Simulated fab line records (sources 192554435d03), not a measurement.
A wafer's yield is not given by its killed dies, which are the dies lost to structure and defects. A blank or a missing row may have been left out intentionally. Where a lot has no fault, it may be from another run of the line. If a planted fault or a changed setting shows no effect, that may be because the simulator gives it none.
Split-lot trial ; flow n5 finfet ; 7 lots, 21 wafers read, on a route of 1938 steps

SPLIT DETAILS
At N5_BEOL_M8_DESCUM_16 (chemistry O2, time 7.9 s), the setting time s was moved away from the recipe's 7.9 s on 9 of the 21 wafers read, by -17.5% to +18.6%. This setting was run at the recipe's value on the other wafers.

There is no step in the file separating the split from the reading.

THE READING
CAR-ArF_of_BEOL_M8_COAT_05.thk nm (the simulator's own value, which no gauge read), in nm, at N5_BEOL_M8_ETCH_61 (etches SiARC in CF4, target depth 45.5 nm, time 75.8 s). No usual value for it is given in the file. The 12 wafers here that ran the recipe average 50.6 nm, standard deviation 0.26 nm.

wafer;tool, chamber at the split;time s as run, s;against the recipe;CAR-ArF_of_BEOL_M8_COAT_05.thk nm, nm;against lot-mates on the recipe
L075.1;rie diel-01, 3;6.677;-15.5%;51.4;+0.8
L075.3;rie diel-01, 2;6.677;-15.5%;51.6;+1.0
L075.6;rie diel-01, 1;7.9;recipe;50.6;-
L080.2;rie diel-03, 1;7.9;recipe;50.8;-
L080.4;rie diel-03, 0;6.517;-17.5%;52;+1.3
L080.6;rie diel-03, 1;7.9;recipe;50.6;-
L082.2;rie diel-03, 3;9.154;+15.9%;50;-1.0
L082.4;rie diel-03, 2;7.9;recipe;51;-
L082.6;rie diel-03, 0;9.154;+15.9%;50.2;-0.8
L091.3;rie diel-03, 1;7.9;recipe;51;-
L091.4;rie diel-03, 2;9.366;+18.6%;50;-1.0
L091.5;rie diel-03, 1;9.366;+18.6%;50.2;-0.8
L097.1;rie diel-03, 0;8.78;+11.1%;49.8;-0.6
L097.3;rie diel-03, 0;8.78;+11.1%;50;-0.4
L097.6;rie diel-03, 1;7.9;recipe;50.4;-
L094.2;rie diel-01, 2,0;7.9;recipe;50.4;-
L094.4;rie diel-01, 0;7.9;recipe;50.4;-
L094.3;rie diel-01, 2,0;7.9;recipe;50.6;-
L096.1;rie diel-01, 1,0;7.9;recipe;50.2;-
L096.3;rie diel-01, 1,0;7.9;recipe;50.2;-
L096.2;rie diel-01, 2;7.9;recipe;50.4;-
Rows listing several chambers each stand for several wafers; the file does not say which wafer went through which chamber.

THE FIT
A straight line over all 21 wafers: CAR-ArF_of_BEOL_M8_COAT_05.thk nm changes by -0.0471 nm for each +1% of time s; r = -0.86; the points scatter about the line by 0.3 nm.
The same after taking each lot's own level away (the mean of its wafers on the recipe; 21 wafers): -0.0564 nm for each +1%; r = -0.98; scatter 0.12 nm.
That fit puts the effect of the largest move of time s on the reading at 1 nm.
Measured against the standard deviation above, the lots' own levels, which go from 50.27 to 51.00 nm, span 2.8 times it.
So the lot-to-lot level changes the slope: the two fits differ.
Check: for one of the wafers moved furthest among these (+18.6%), held out of the fit, the line's prediction against its lot-mates is -1 nm. Against them it came out at -1 nm.

THE WHOLE CHAIN: every reading that the file lists as answering this split, in the file's order
step;what it does;reading;change (the file's fit);r (the file's)
N5_BEOL_M8_DESCUM_16;chemistry O2, time 7.9 s;CAR-ArF_of_BEOL_M8_COAT_05.thk nm (the simulator's own value, which no gauge read);-0.0564 nm for each +1% of the setting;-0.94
N5_BEOL_M8_ETCH_61;etches SiARC in CF4, target depth 45.5 nm, time 75.8 s;CAR-ArF_of_BEOL_M8_COAT_05.thk nm (the simulator's own value, which no gauge read);-0.0578 nm for each +1% of the setting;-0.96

FILE'S OWN FIT
CAR-ArF_of_BEOL_M8_COAT_05.thk nm changes by -0.0578 nm for each +1% of time s, r = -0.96.
